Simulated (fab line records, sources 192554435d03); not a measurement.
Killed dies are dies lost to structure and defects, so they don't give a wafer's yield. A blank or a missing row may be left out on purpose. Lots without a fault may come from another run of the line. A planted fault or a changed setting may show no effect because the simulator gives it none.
Split-lot experiment | flow n5_finfet | 7 lots, 39 wafers read, on a route of 1938 steps

THE SPLIT
At N5_BEOL_M10_ILD_DEP_00 (deposits SiCOH lowk from DEMS/porogen, target thk 308.51 nm, time 58 s), the setting time_s was moved away from the recipe's 58 s on 9 of the 39 wafers read, by -49.5% to +50.4%. The other wafers ran this setting at the recipe's value.

FROM THE SPLIT TO THE READING: what the file shows between them, 1 step
- N5_BEOL_M10_CURE_71: cures SiCOH lowk, time 240 s

THE READING
M10_ILD_THK, in nm, at N5_BEOL_M10_THK_MEAS_01. Fault-free wafers of this fab line usually give 268 nm, standard deviation 4.2 nm.

wafer  | tool, chamber at the split | time_s as run, s | against the recipe | M10_ILD_THK, nm | against lot-mates on the recipe
L078.1 | pecvd-01, 0                | 58               | recipe             | 267             | -
L078.3 | pecvd-01, 0                | 58               | recipe             | 269             | -
L078.5 | pecvd-01, 2                | 58               | recipe             | 274             | -
L081.1 | pecvd-03, 1                | 58               | recipe             | 260             | -
L081.2 | pecvd-03, 2                | 29.29            | -49.5%             | 135             | -132
L081.3 | pecvd-03, 0                | 29.29            | -49.5%             | 136             | -131
L081.4 | pecvd-03, 1                | 58               | recipe             | 269             | -
L081.5 | pecvd-03, 0                | 29.29            | -49.5%             | 139             | -128
L081.6 | pecvd-03, 2                | 58               | recipe             | 271             | -
L082.1 | pecvd-04, 1                | 58               | recipe             | 269             | -
L082.2 | pecvd-04, 2                | 58               | recipe             | 270             | -
L082.3 | pecvd-04, 0                | 58               | recipe             | 266             | -
L082.4 | pecvd-04, 2                | 58               | recipe             | 272             | -
L082.5 | pecvd-04, 0                | 58               | recipe             | 271             | -
L082.6 | pecvd-04, 1                | 58               | recipe             | 274             | -
L083.1 | pecvd-03, 0                | 87.24            | +50.4%             | 402             | +137
L083.2 | pecvd-03, 1                | 58               | recipe             | 261             | -
L083.3 | pecvd-03, 2                | 58               | recipe             | 267             | -
L083.4 | pecvd-03, 2                | 87.24            | +50.4%             | 408             | +143
L083.5 | pecvd-03, 1                | 58               | recipe             | 266             | -
L083.6 | pecvd-03, 0                | 87.24            | +50.4%             | 406             | +141
L093.1 | pecvd-03, 2                | 58               | recipe             | 265             | -
L093.2 | pecvd-03, 1                | 58               | recipe             | 260             | -
L093.3 | pecvd-03, 0                | 58               | recipe             | 263             | -
L093.4 | pecvd-03, 2                | 58               | recipe             | 268             | -
L093.5 | pecvd-03, 1                | 58               | recipe             | 266             | -
L093.6 | pecvd-03, 0                | 58               | recipe             | 267             | -
L091.1 | pecvd-03, 1                | 35.2             | -39.3%             | 158             | -109
L091.2 | pecvd-03, 2                | 58               | recipe             | 266             | -
L091.3 | pecvd-03, 0                | 35.2             | -39.3%             | 163             | -104
L091.4 | pecvd-03, 1                | 35.2             | -39.3%             | 158             | -109
L091.5 | pecvd-03, 0                | 58               | recipe             | 268             | -
L091.6 | pecvd-03, 2                | 58               | recipe             | 266             | -
L092.1 | pecvd-04, 0                | 58               | recipe             | 262             | -
L092.2 | pecvd-04, 2                | 58               | recipe             | 267             | -
L092.3 | pecvd-04, 1                | 58               | recipe             | 270             | -
L092.4 | pecvd-04, 1                | 58               | recipe             | 270             | -
L092.5 | pecvd-04, 0                | 58               | recipe             | 266             | -
L092.6 | pecvd-04, 2                | 58               | recipe             | 273             | -

THE FIT
A straight line over all 39 wafers: M10_ILD_THK changes by +2.7 nm for each +1% of time_s; r = +1.00; the points scatter about the line by 3.7 nm.
The same after taking each lot's own level away (the mean of its wafers on the recipe; 39 wafers): +2.72 nm for each +1%; r = +1.00; scatter 3.3 nm.
On that fit, the largest move of time_s shifts the reading by 1.4e+02 nm.
The lots' own levels span 264.7 to 270.3 nm, that is 1.3 times the standard deviation above.
So the lot-to-lot level changes the slope little: the two slopes agree.
Check: with one of the wafers moved furthest among these (+50.4%) left out of the fit, the line predicts +138 nm for it against its lot-mates. It came out at +137 nm against them.

OTHER SPLITS ON THESE WAFERS
These wafers also went through other splits before the reading. Each is held against what the fit with the lots' levels taken away leaves over:
other split on the same wafers   | wafers away from the commonest value | r with M10_ILD_THK (lot level and that fit taken away)
N5_BEOL_M7_TRENCH_ETCH_37 time_s | 6                                    | +0.06

THE WHOLE CHAIN: every reading that the file lists as answering this split, in the file's order
step                    | what it does                                                           | reading                                                                                   | change (the file's fit)              | r (the file's)
N5_BEOL_M10_ILD_DEP_00  | deposits SiCOH lowk from DEMS/porogen, target thk 308.51 nm, time 58 s | SiCOH_lowk_of_BEOL_M10_ILD_DEP_00.thk_nm (the simulator's own value, which no gauge read) | +3.07 nm for each +1% of the setting | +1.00
N5_BEOL_M10_CURE_71     | cures SiCOH lowk, time 240 s                                           | SiCOH_lowk_of_BEOL_M10_ILD_DEP_00.thk_nm (the simulator's own value, which no gauge read) | +2.71 nm for each +1% of the setting | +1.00
N5_BEOL_M10_THK_MEAS_01 |                                                                        | M10_ILD_THK                                                                               | +2.71 for each +1% of the setting    | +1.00

THE FILE'S OWN FIT
M10_ILD_THK changes by +2.71 nm for each +1% of time_s, r = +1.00.
